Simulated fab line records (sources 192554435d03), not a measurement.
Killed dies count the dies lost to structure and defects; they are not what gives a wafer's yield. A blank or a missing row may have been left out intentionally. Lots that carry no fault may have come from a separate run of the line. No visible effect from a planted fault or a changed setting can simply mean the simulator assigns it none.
Chamber matching -- flow n5_finfet -- N5_FIN_CUT_STRIP_22 on rie_diel-04 has 4 sister chambers
The step strips in N2/H2. 14 wafers are shown with their chamber, then 7 later ones without.

WAFERS WITH THEIR CHAMBER
wafer,chamber,drypump_motor_current_A (A),showerhead_plenum_p_Torr (Torr),throttle_valve_pct (%)
L074.3,1,5.2,3.34,18.6
L074.5,0,4.8,3.20,18.9
L074.6,1,5.2,3.34,18.6
L080.2,0,4.8,3.20,18.9
L080.5,2,6.2,3.58,19.0
L080.6,3,6.2,3.29,19.5
L085.2,3,6.2,3.28,19.5
L085.3,1,5.2,3.33,18.7
L085.4,2,6.1,3.57,19.1
L090.1,1,5.2,3.32,18.6
L090.3,3,6.2,3.28,19.5
L090.4,2,6.2,3.57,19.1
L092.1,1,5.2,3.32,18.6
L092.4,2,6.2,3.56,19.1

SIGNATURES, as means of the wafers listed above
reading,chamber 0,chamber 1,chamber 2,chamber 3,scatter within a chamber
drypump_motor_current_A,4.800,5.200,6.175,6.200,0.0274
showerhead_plenum_p_Torr,3.2000,3.3300,3.5700,3.2833,0.00816
throttle_valve_pct,18.900,18.620,19.075,19.500,0.0394
Rule: for a wafer and a chamber, the distance is found by dividing, reading by reading, the gap between the wafer's reading and the chamber's mean by the reading's scatter, squaring, summing and taking the root. If the next closest chamber is less than 2 further off than the closest, the wafer can't be placed; otherwise it belongs to the closest. The scatter is the square root of a quotient: the sum, over the shown wafers, of each reading's squared deviation from its chamber's mean, divided by wafers minus chambers.

WAFERS WITH NO CHAMBER GIVEN
wafer,drypump_motor_current_A (A),showerhead_plenum_p_Torr (Torr),throttle_valve_pct (%)
L092.6,5.2,3.32,18.7
L095.3,5.2,3.32,18.6
L095.5,6.2,3.28,19.6
L095.6,5.2,3.31,18.7
L096.1,6.2,3.56,19.1
L096.2,5.1,3.31,18.7
L096.4,5.1,3.31,18.7

WHICH CHAMBER EACH WENT THROUGH
wafer,from the rows above,in truth
L092.6,1,1
L095.3,1,1
L095.5,3,3
L095.6,1,1
L096.1,2,2
L096.2,1,1
L096.4,1,1
Correct placement for 7 of the 7. From these rows, 0 cannot be placed. Placed wrongly: 0.
